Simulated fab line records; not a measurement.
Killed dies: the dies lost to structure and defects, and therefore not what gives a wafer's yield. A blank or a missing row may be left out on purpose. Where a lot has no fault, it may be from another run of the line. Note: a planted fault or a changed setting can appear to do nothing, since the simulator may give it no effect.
What tool caused it? :: flow n5 finfet :: 12 lots, 36 wafers sampled, at 2 steps of a route of 1938

## WHAT EACH GAUGE READ, for each wafer
N5_BEOL_M1_CD_MEAS_28: target cd y 23.3 nm.
lot: L075
measured: day 6 17:23
on: cd sem-01
cd nm (nm): 24.15 24.29 24.44

lot: L078
measured: day 7 05:36
on: cd sem-02
cd nm (nm): 24.14 23.91 24.37

lot: L079
measured: day 7 15:17
on: cd sem-02
cd nm (nm): 23.84 24.00 23.84

lot: L081
measured: day 7 23:46
on: cd sem-02
cd nm (nm): 23.46 23.96 23.84

lot: L083
measured: day 8 09:43
on: cd sem-01
cd nm (nm): 24.12 23.53 23.84

lot: L085
measured: day 9 01:50
on: cd sem-01
cd nm (nm): 24.05 24.03 23.95

lot: L086
measured: day 9 11:31
on: cd sem-02
cd nm (nm): 23.56 23.75 24.10

lot: L089
measured: day 9 21:01
on: cd sem-02
cd nm (nm): 24.04 23.93 24.32

lot: L091
measured: day 10 08:11
on: cd sem-02
cd nm (nm): 23.94 23.97 23.98

lot: L093
measured: day 10 19:40
on: cd sem-02
cd nm (nm): 23.89 23.65 23.98

lot: L094
measured: day 11 11:49
on: cd sem-01
cd nm (nm): 24.12 23.89 23.97

lot: L097
measured: day 12 01:50
on: cd sem-01
cd nm (nm): 24.06 23.84 24.04

## EACH LOT AND THE TOOL THAT RAN IT (in order: tool; ch and the chambers of the sampled wafers; start)
lot: L075
N5_BEOL_M1_STRIP_66: rie diel-02 ch 0,3, day 6 16:41

lot: L078
N5_BEOL_M1_STRIP_66: rie diel-02 ch 0,2,3, day 7 05:04

lot: L079
N5_BEOL_M1_STRIP_66: rie diel-02 ch 1,2,3, day 7 14:44

lot: L081
N5_BEOL_M1_STRIP_66: rie diel-04 ch 1,2, day 7 23:06

lot: L083
N5_BEOL_M1_STRIP_66: rie diel-04 ch 0,2, day 8 09:04

lot: L085
N5_BEOL_M1_STRIP_66: rie diel-02 ch 2,3, day 9 01:17

lot: L086
N5_BEOL_M1_STRIP_66: rie diel-04 ch 0,2,3, day 9 10:59

lot: L089
N5_BEOL_M1_STRIP_66: rie diel-05 ch 0,1,3, day 9 20:29

lot: L091
N5_BEOL_M1_STRIP_66: rie diel-05 ch 0,1,3, day 10 07:32

lot: L093
N5_BEOL_M1_STRIP_66: rie diel-02 ch 0,1,3, day 10 18:59

lot: L094
N5_BEOL_M1_STRIP_66: rie diel-05 ch 2,3, day 11 11:13

lot: L097
N5_BEOL_M1_STRIP_66: rie diel-02 ch 0,1,3, day 12 01:10
- N5_BEOL_M1_STRIP_66: strips in CF4.

## THE ANSWER, worked out from the rows above alone
Rule: the lots themselves supply what counts as usual. Put in order of their means at a reading, lots are off if they are a third of the lots or fewer, leave a main group of 4 or more, and stand apart from it by a gap of 3 or more times the standard deviation of the main group's means; of several such gaps the widest counts. Not used: any main group whose means are identical at the precision the tables above print for the reading. Also off: a lot with no number at a reading for which 4 or more lots have one. Any other lot the step has rows for is counted as sound.
Nothing can be told from this: no lot is off at any reading shown.

## WHAT THE SIMULATOR HAD PUT IN
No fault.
